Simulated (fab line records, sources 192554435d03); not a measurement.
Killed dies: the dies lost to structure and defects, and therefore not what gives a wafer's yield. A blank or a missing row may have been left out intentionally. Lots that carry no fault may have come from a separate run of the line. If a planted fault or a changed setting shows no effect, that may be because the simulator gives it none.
Problem report, 8D (eight disciplines) form, completed by code + flow n5_finfet + the parts of the form that need people (team, actions taken, sign-off) are left out

## 1. THE ISSUE
rf_fwd_power_W at N5_BEOL_M8_ETCH_66 reads a mean of 635 W on 6 wafers of 2 lots; wafers without a fault read 835 W with a standard deviation of 3.1. Relative to the usual mean, that is a shift of -65 standard deviations.
The step: etches SOC in N2/H2, target depth 80 nm, overetch 16 nm, time 120 s.
First seen on wafer L819.2, day 11 21:50, on rie_diel-01. At this step, 18 wafers from 6 lots have a number in the record. The rule behind "out" and "out of limits": a value lying over 4 standard deviations away from the usual mean. The other wafers with a number count as sound.

## 2. WHAT IT IS, WHAT IT ISN'T
| question                    | is                       | is not                                                                                |
|-----------------------------|--------------------------|---------------------------------------------------------------------------------------|
| which readings at this step | rf_fwd_power_W, rf_vpp_V | drypump_motor_current_A, oes_product_au, showerhead_plenum_p_Torr, throttle_valve_pct |
| which lots                  | L818, L819               | L811, L813, L816, L823                                                                |
| which wafers of those lots  | all that have a number   | -                                                                                     |
| read on which tools         | rie_diel-01              | rie_diel-05, rie_diel-06                                                              |
| when                        | from day 11 21:50        | up to then (9 sound wafers); but 3 sound wafers of L823 came after                    |

## 3. SUSPECTS, AND WHAT RULES EACH OUT
Counting: a tool at a process step up to the reading stays a suspect if it ran every lot that is out and no sound lot after the first of them.
- rie_diel-01 at N5_BEOL_M8_DESCUM_33 (chemistry O2, time 7 s): kept. It ran every lot that is out, first L819 (day 11 21:46), and no sound lot after that; its last sound lot up to then is L811 (day 10 12:28).
- rie_diel-01 at N5_BEOL_M8_ETCH_72 (etches underlayer in N2/H2, target depth 6.5 nm, time 5.2 s): kept. It ran every lot that is out, first L819 (day 11 21:48), and no sound lot after that; its last sound lot up to then is L811 (day 10 12:31).
- rie_diel-01 at N5_BEOL_M8_ETCH_65 (etches SiARC in CF4, target depth 15.6 nm, time 26 s): kept. It ran every lot that is out, first L819 (day 11 21:49), and no sound lot after that; its last sound lot up to then is L811 (day 10 12:31).
- rie_diel-01 at N5_BEOL_M8_ETCH_66 (etches SOC in N2/H2, target depth 80 nm, overetch 16 nm, time 120 s): kept. It ran every lot that is out, first L819 (day 11 21:50), and no sound lot after that; its last sound lot up to then is L811 (day 10 12:33). Its own readings are out on those wafers: rf_fwd_power_W, rf_vpp_V.
Left after counting: rie_diel-01 at N5_BEOL_M8_DESCUM_33, rie_diel-01 at N5_BEOL_M8_ETCH_72, rie_diel-01 at N5_BEOL_M8_ETCH_65, rie_diel-01 at N5_BEOL_M8_ETCH_66.

## 4. THE CAUSE (what the simulator had put in)
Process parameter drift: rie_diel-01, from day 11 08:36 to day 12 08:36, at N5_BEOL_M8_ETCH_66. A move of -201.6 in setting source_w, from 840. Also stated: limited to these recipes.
Counting left 4 suspects, and this tool is among them.

## 5. SEQUENCE OF EFFECTS, ordered by route
Each row: a reading where the mean over the struck wafers with a number is more than 3 standard deviations away from the usual. Only readings whose record carries a usual standard deviation are examined. hours: median over the lots of the time between each lot's start at the first step of this table that gives one and its start at this step. sigmas: the change, counted in usual standard deviations.
| hours | step               | reading        | usual   | on struck wafers | change | sigmas |
|-------|--------------------|----------------|---------|------------------|--------|--------|
| 0     | N5_BEOL_M8_ETCH_66 | rf_fwd_power_W | 835 W   | 635              | -200   | -65    |
| 0     | N5_BEOL_M8_ETCH_66 | rf_vpp_V       | 523.6 V | 575.2            | +51.6  | +18    |
The process steps in it:
- N5_BEOL_M8_ETCH_66: etches SOC in N2/H2, target depth 80 nm, overetch 16 nm, time 120 s.

## 6. WHAT WOULD HAVE CAUGHT IT SOONER
13 hours passed between the start of the fault at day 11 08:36 and the first reading out of limits in this record, taken at day 11 21:50.
